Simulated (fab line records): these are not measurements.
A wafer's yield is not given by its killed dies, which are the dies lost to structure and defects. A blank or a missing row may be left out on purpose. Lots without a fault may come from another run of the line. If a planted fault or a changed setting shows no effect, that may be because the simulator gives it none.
Which tool did it?	flow n5_finfet	11 lots with 32 wafers sampled at 6 steps, on a route of 1938 steps

## WHAT THE GAUGES SHOWED, per wafer
The record lacks any reading of a measuring or inspecting step that a usual standard deviation could be used to judge.

## EACH LOT AND THE TOOL THAT RAN IT (in order: tool; ch and the chambers of the sampled wafers; start)
lot	N5_BEOL_M6_PECVD_70	N5_BEOL_M6_ALD_77	N5_BEOL_M6_CMP_52	N5_BEOL_M7_ILD_DEP_00	N5_BEOL_M7_CURE_74	N5_PASSIVATION_PROBE_49
L471	pecvd-01 ch 0,1, day 8 12:13	ald_metal-02 ch 0,1, day 8 15:58	cmp-01 ch 2,3, day 8 18:41	pecvd-01 ch 1,2, day 8 19:11	uv_cure-02 ch 1, day 8 19:16	prober-01, day 12 00:11
L473	pecvd-04 ch 0,2, day 9 06:44	ald_metal-03 ch 0,1, day 9 11:34	cmp-02 ch 0,3, day 9 13:13	pecvd-01 ch 0,1, day 9 13:40	uv_cure-01 ch 0, day 9 13:50	-
L474	pecvd-02 ch 0,1, day 9 10:09	ald_metal-04 ch 0,1,2, day 9 16:23	cmp-03 ch 0,1,2, day 9 17:34	pecvd-01 ch 0,1, day 9 18:05	uv_cure-01 ch 0, day 9 18:10	-
L477	pecvd-04 ch 0,1, day 10 12:56	ald_metal-04 ch 0,1,3, day 11 00:19	cmp-01 ch 0,3, day 11 01:47	pecvd-03 ch 0,2, day 11 02:14	uv_cure-01 ch 2, day 11 02:18	-
L479	pecvd-01 ch 0,1, day 10 17:17	ald_metal-02 ch 0,1, day 10 22:42	cmp-03 ch 1,3, day 11 00:38	pecvd-03 ch 0,1, day 11 01:07	uv_cure-03 ch 0, day 11 01:15	-
L480	pecvd-02 ch 0,2, day 10 18:25	ald_metal-04 ch 1,2, day 11 00:47	cmp-01 ch 0,1,2, day 11 03:34	pecvd-03 ch 0,1, day 11 03:56	uv_cure-03 ch 1, day 11 04:05	-
L481	pecvd-02 ch 0,1,2, day 11 02:15	ald_metal-03 ch 0,1,3, day 11 07:17	cmp-01 ch 0,2,3, day 11 09:11	pecvd-03 ch 0,2, day 11 09:36	uv_cure-02 ch 0, day 11 10:02	-
L482	pecvd-02 ch 1,2, day 11 02:44	ald_metal-03 ch 1,3, day 11 06:56	cmp-03 ch 0,1, day 11 08:50	pecvd-04 ch 1,2, day 11 09:20	uv_cure-02 ch 0, day 11 09:28	-
L484	pecvd-02 ch 0,2, day 11 20:25	ald_metal-04 ch 0,2, day 12 04:06	cmp-01 ch 1,2,3, day 12 05:40	pecvd-01 ch 0,1, day 12 06:10	uv_cure-01 ch 1, day 12 06:14	prober-02, day 15 15:11
L485	pecvd-04 ch 0,2, day 12 14:19	ald_metal-04 ch 1,2, day 12 21:47	cmp-03 ch 0,1,3, day 12 23:20	pecvd-04 ch 0,1, day 12 23:50	uv_cure-01 ch 0, day 13 00:46	prober-01, day 16 07:56
L492	pecvd-04 ch 0,1, day 13 17:46	ald_metal-03 ch 0,3, day 13 23:49	cmp-03 ch 0,1, day 14 00:53	pecvd-04 ch 0,2, day 14 01:14	uv_cure-03 ch 2, day 14 01:36	-
- N5_BEOL_M6_PECVD_70: deposits SiO2 from TEOS/O2, target thk 20 nm, time 22.7 s.
- N5_BEOL_M6_ALD_77: deposits TaN, target thk 2 nm, pulse time 2 s, purge time 3 s.
- N5_BEOL_M6_CMP_52: polishes, stops on SiCOH lowk, t overpolish 6.9 s, target thk 80 nm.
- N5_BEOL_M7_ILD_DEP_00: deposits SiCOH lowk from DEMS/porogen, target thk 179.75 nm, time 33.4 s.
- N5_BEOL_M7_CURE_74: cures SiCOH lowk, time 240 s.
- N5_PASSIVATION_PROBE_49

## AS READ BY THE TOOLS THEMSELVES (means over the sampled wafers that have a number; for cases with no such wafer, the mark the record gives instead)
N5_BEOL_M6_PECVD_70. Usual: heater_power_w 707 W, standard deviation 69; showerhead_plenum_p_Torr 8.75 Torr, standard deviation 0.084; throttle_valve_pct 22.2 %, standard deviation 0.67.
lot	tool	heater_power_w (W)	showerhead_plenum_p_Torr (Torr)	throttle_valve_pct (%)	flag
L471	pecvd-01	730	8.76	22.2	
L473	pecvd-04	666	8.78	22.6	
L474	pecvd-02	740	8.70	22.1	
L477	pecvd-04	694	8.77	22.7	
L479	pecvd-01	621	8.75	22.4	
L480	pecvd-02	700	8.72	22.3	
L481	pecvd-02	743	8.70	22.1	
L482	pecvd-02	695	8.63	22.2	
L484	pecvd-02	699	8.78	22.2	
L485	pecvd-04	746	8.78	22.5	
L492	pecvd-04	720	8.80	22.6	

N5_BEOL_M6_ALD_77. Usual: heater_power_w reads 407 W (standard deviation 47).
lot	tool	heater_power_w (W)	flag
L471	ald_metal-02	419	
L473	ald_metal-03	358	
L474	ald_metal-04	366	
L477	ald_metal-04	361	
L479	ald_metal-02	430	
L480	ald_metal-04	379	
L481	ald_metal-03	377	
L482	ald_metal-03	371	
L484	ald_metal-04	353	
L485	ald_metal-04	377	
L492	ald_metal-03	414	

N5_BEOL_M6_CMP_52. Usual: barrier_field_endpoint_s 28.6 s, standard deviation 0.73; motor_current_A 5.9 A, standard deviation 0.54; platen_rpm 50.00 rpm, standard deviation 0.036.
lot	tool	barrier_field_endpoint_s (s)	motor_current_A (A)	platen_rpm (rpm)	flag
L471	cmp-01	28.0	6.1	50.01	
L473	cmp-02	27.9	6.0	50.01	
L474	cmp-03	28.4	5.5	49.98	
L477	cmp-01	28.2	5.7	49.98	
L479	cmp-03	28.9	6.5	50.00	
L480	cmp-01	29.3	5.8	50.00	
L481	cmp-01	28.1	6.1	50.01	
L482	cmp-03	27.6	5.9	49.97	
L484	cmp-01	26.1	6.0	49.97	OFF
L485	cmp-03	29.3	6.2	49.98	
L492	cmp-03	28.3	6.0	50.00	

N5_BEOL_M7_ILD_DEP_00. Usual: heater_power_w 312 W, standard deviation 41; showerhead_plenum_p_Torr 5.739 Torr, standard deviation 0.012; throttle_valve_pct 13.7 %, standard deviation 0.48.
lot	tool	heater_power_w (W)	showerhead_plenum_p_Torr (Torr)	throttle_valve_pct (%)	flag
L471	pecvd-01	328	5.720	14.2	
L473	pecvd-01	306	5.729	13.9	
L474	pecvd-01	310	5.729	13.9	
L477	pecvd-03	354	5.754	13.5	
L479	pecvd-03	351	5.743	13.6	
L480	pecvd-03	315	5.741	13.6	
L481	pecvd-03	332	5.737	13.3	
L482	pecvd-04	306	5.749	13.1	
L484	pecvd-01	305	5.731	14.0	
L485	pecvd-04	312	5.749	13.7	
L492	pecvd-04	284	5.737	13.8	

N5_BEOL_M7_CURE_74. Usual: lamp_power_pct 52.31 %, standard deviation 0.051; wafer_temp_C_max 386.7, standard deviation 0.6.
lot	tool	lamp_power_pct (%)	wafer_temp_C_max	flag
L471	uv_cure-02	52.31	386.6	
L473	uv_cure-01	52.33	387.5	
L474	uv_cure-01	52.22	387.5	
L477	uv_cure-01	52.29	386.5	
L479	uv_cure-03	52.33	386.6	
L480	uv_cure-03	52.31	386.5	
L481	uv_cure-02	52.33	386.5	
L482	uv_cure-02	52.29	386.0	
L484	uv_cure-01	52.34	386.5	
L485	uv_cure-01	52.31	388.0	
L492	uv_cure-03	52.34	386.2	

N5_PASSIVATION_PROBE_49. Usual: defect_limited_yield 91.1 %, standard deviation 1.4; killed_at_M0_to_M3 32, standard deviation 9.4; killed_at_M4_up 14, standard deviation 5.1; killed_at_contacts 11, standard deviation 5.5; killed_at_front_end 44, standard deviation 13; killed_at_other 4, standard deviation 3.2; killed_dies 104, standard deviation 16; killed_open 70, standard deviation 12; killed_short 33, standard deviation 7.8; sort_bin_4_leakage 0.01 %, standard deviation 0.057; sort_bin_5_function 5.1 %, standard deviation 0.91; sort_bin_6_memory 3.4 %, standard deviation 0.63; sort_n_pass 1075, standard deviation 16; sort_yield_pct 91.2 %, standard deviation 1.4.
lot	tool	defect_limited_yield (%)	killed_at_M0_to_M3	killed_at_M4_up	killed_at_contacts	killed_at_front_end	killed_at_other	killed_dies	killed_open	killed_short	sort_bin_4_leakage (%)	sort_bin_5_function (%)	sort_bin_6_memory (%)	sort_n_pass	sort_yield_pct (%)	flag
L471	prober-01	92.3	28	18	11	34	0	91	60	31	0.00	4.4	3.1	1089	92.3	
L484	prober-02	90.6	41	13	11	43	2	111	77	31	0.00	5.5	3.7	1069	90.6	
L485	prober-01	92.5	23	11	11	34	9	88	62	25	0.00	4.2	2.9	1092	92.5	

## THE ANSWER, worked out from the rows above alone
Rule: a lot counts as off when the mean over its wafers that have a number is more than 3 standard deviations away from the usual mean. A lot without any number at a reading at which 4 lots or more have one is off too. The other lots that the step has rows for count as sound. Order of review: gauges by route order, followed by the tools' own readings, for which a lot's mean as printed above is used. The first step at which some lot is off is used, and at that step the reading that is off furthest; a lot without a number counts as furthest.
Off, at N5_BEOL_M6_CMP_52 on barrier_field_endpoint_s: L484.
If a tool, at that step or one of the process steps before it, ran each lot that is off and ran no sound lot following the first of them, it fits. 2 tools fit, pecvd-02 at N5_BEOL_M6_PECVD_70 and cmp-01 at N5_BEOL_M6_CMP_52, so this cannot tell which one it is.

## WHAT THE SIMULATOR HAD PUT IN
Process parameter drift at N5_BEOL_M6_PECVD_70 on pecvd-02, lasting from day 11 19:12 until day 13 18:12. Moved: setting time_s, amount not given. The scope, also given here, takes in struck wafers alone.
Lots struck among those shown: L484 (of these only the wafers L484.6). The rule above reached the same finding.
